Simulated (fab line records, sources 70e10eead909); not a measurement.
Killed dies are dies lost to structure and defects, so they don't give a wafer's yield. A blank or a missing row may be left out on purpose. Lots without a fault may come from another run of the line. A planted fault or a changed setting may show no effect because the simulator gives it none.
Problem report in the 8D (eight disciplines) form, filled by code | flow nand_harc | the parts of the form that need people (team, actions taken, sign-off) are left out

1. THE PROBLEM
thk_nm at NHARC_A_ONON_D1_THK_MEAS_08 reads a mean of 1816 nm on 6 wafers of 2 lots; wafers without a fault read 998 nm with a standard deviation of 13. That is +63 standard deviations from the usual mean.
The step: measures by ellipsometry.
First seen on wafer L795.2, day 16 00:02, on film_metro-01. The record holds 39 wafers of 13 lots with a number at this step. Rule for "out", or "out of limits": more than 4 standard deviations from the usual mean. The other wafers with a number count as sound.

2. WHAT IT IS AND WHAT IT IS NOT
question                    | is                     | is not
which readings at this step | thk_nm                 | -
which lots                  | L795, L797             | L775, L778, L779, L781, L782, L783, L784, L785, L786, L787, L788
which wafers of those lots  | all that have a number | -
read on which gauges        | film_metro-01          | film_metro-02
when                        | from day 16 00:02      | up to then (33 sound wafers)

3. SUSPECTS, AND WHAT RULES EACH OUT
Counting: a tool at a process step up to the reading stays a suspect if it ran every lot that is out and no sound lot after the first of them.
- the gauge at NHARC_A_ONON_D1_THK_MEAS_08: ruled out. All the wafers that are out were read on film_metro-01, but those of them that NHARC_END_SORT_01 has rows for are out there too, on other tools.
- pecvd_onon-04 at NHARC_A_ONON_D1_DEP_06 (target thk 1000 nm): kept. It ran every lot that is out, first L795 (day 15 23:35), and no sound lot after that; its last sound lot up to then is L788 (day 13 04:23).
Left after counting: pecvd_onon-04 at NHARC_A_ONON_D1_DEP_06.

4. THE CAUSE (what the simulator had put in)
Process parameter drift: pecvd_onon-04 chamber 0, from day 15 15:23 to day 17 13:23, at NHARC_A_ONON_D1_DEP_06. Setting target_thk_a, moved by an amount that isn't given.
Counting left only this tool.

5. THE CHAIN OF EFFECTS, in route order
Each row: a reading whose mean over the struck wafers that have a number lies more than 3 standard deviations from the usual. Only readings for which the record gives a usual standard deviation are gone through. hours: the time from each lot's start at the first step in this table that gives one to its start at this step, as a median over the lots. sigmas: the change in usual standard deviations.
hours | step                        | reading         | usual  | on struck wafers | change | sigmas
0     | NHARC_A_ONON_D1_THK_MEAS_08 | thk_nm          | 998 nm | 1816             | +818   | +63
404   | NHARC_END_SORT_01           | killed_at_array | 52     | 671              | +619   | +34
404   | NHARC_END_SORT_01           | killed_dies     | 57     | 677              | +620   | +33

6. WHAT WOULD HAVE CAUGHT IT SOONER
In this record the first reading out of limits at a measuring or inspecting step was taken at day 16 00:02, 9 hours after the fault began at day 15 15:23.
Of the tool readings at NHARC_A_ONON_D1_DEP_06 for which the record gives a usual standard deviation, none was out on any struck wafer, so an alarm limit of 4 standard deviations on them would not have fired.
Of the lots that are out (2), L797 began NHARC_A_ONON_D1_DEP_06 on pecvd_onon-04 after day 16 00:02. A hold on the tool at that time would have spared it.
